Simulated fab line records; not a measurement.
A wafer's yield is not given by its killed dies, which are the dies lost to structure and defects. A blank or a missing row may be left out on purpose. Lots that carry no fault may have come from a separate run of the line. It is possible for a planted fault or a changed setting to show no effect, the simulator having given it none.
Chamber matching -- flow nand harc -- 4 sister chambers for NHARC_P_CONTACT_CMP_24 on cmp-03
The step polishes, t overpolish 30 s, target thk 200 nm. 24 wafers are shown with their chamber, then 12 later ones without.

## WAFERS PAIRED WITH THEIR CHAMBERS
wafer,chamber,motor current A (A),time to endpoint s (s),overpolish run s (s)
L075.1,2,14.1,40.0,29.995
L075.2,3,11.5,42.7,30.020
L075.3,0,11.9,43.1,29.985
L078.1,2,13.3,36.5,29.991
L078.2,0,12.0,39.9,30.009
L078.5,3,11.8,38.1,29.997
L079.1,2,13.5,38.4,29.993
L079.3,3,12.1,41.3,29.999
L079.6,2,13.6,39.2,30.009
L080.3,1,12.8,38.8,29.992
L080.5,0,12.1,43.5,29.996
L080.6,1,12.3,40.5,29.989
L084.1,3,11.1,43.9,30.004
L084.2,1,12.1,37.7,29.995
L084.4,2,13.2,42.2,30.009
L084.3,0,12.3,42.9,30.013
L084.5,3,11.2,42.9,30.000
L084.6,0,12.1,42.6,30.003
L086.1,1,12.3,36.2,29.999
L086.2,3,11.8,40.5,30.010
L086.6,2,13.1,38.2,29.988
L088.1,1,12.4,40.5,30.014
L088.2,3,11.8,47.3,30.003
L088.6,0,12.1,43.3,30.005

SIGNATURES (averages over the wafers above)
reading,chamber 0,chamber 1,chamber 2,chamber 3,scatter within a chamber
motor current A,12.083,12.380,13.467,11.614,0.3
time to endpoint s,42.550,38.740,39.083,42.386,2.13
overpolish run s,30.00183,29.99780,29.99750,30.00471,0.00919
Rule: a wafer lies at a distance from a chamber equal to the root of the sum of squares, over the readings, of (its reading less the chamber's mean, divided by the reading's scatter). If the next closest chamber is less than 2 further off than the closest, the wafer can't be placed; otherwise it belongs to the closest. The scatter: the root of (the sum of the squares of (reading less its chamber's mean) over the shown wafers, divided by (wafers less chambers)).

## WAFERS WITHOUT THEIR CHAMBER
wafer,motor current A (A),time to endpoint s (s),overpolish run s (s)
L088.3,12.5,46.0,30.007
L088.4,13.6,43.6,29.991
L088.5,11.7,44.3,29.997
L091.1,12.1,36.9,30.007
L091.5,11.1,40.2,29.996
L091.6,11.8,44.3,30.011
L094.1,12.3,36.9,30.005
L094.2,11.5,38.3,29.999
L094.6,11.2,36.8,29.996
L097.1,11.1,38.2,30.013
L097.3,12.2,41.9,30.006
L097.6,12.4,33.3,29.996

## WHICH CHAMBER EACH ONE RAN IN
wafer,from the rows above,in truth
L088.3,can't be placed: 0 or 3 or 1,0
L088.4,2,2
L088.5,can't be placed: 3 or 0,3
L091.1,can't be placed: 1 or 0 or 3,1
L091.5,can't be placed: 3 or 0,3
L091.6,can't be placed: 3 or 0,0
L094.1,can't be placed: 1 or 0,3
L094.2,can't be placed: 3 or 0 or 1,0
L094.6,can't be placed: 3 or 0 or 1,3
L097.1,can't be placed: 3 or 0 or 1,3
L097.3,can't be placed: 0 or 1 or 3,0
L097.6,can't be placed: 1 or 2 or 0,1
Placed correctly: 1 of 12. Not placeable from these rows: 11 (in 10, the candidates include the true chamber). Number placed wrongly: 0.
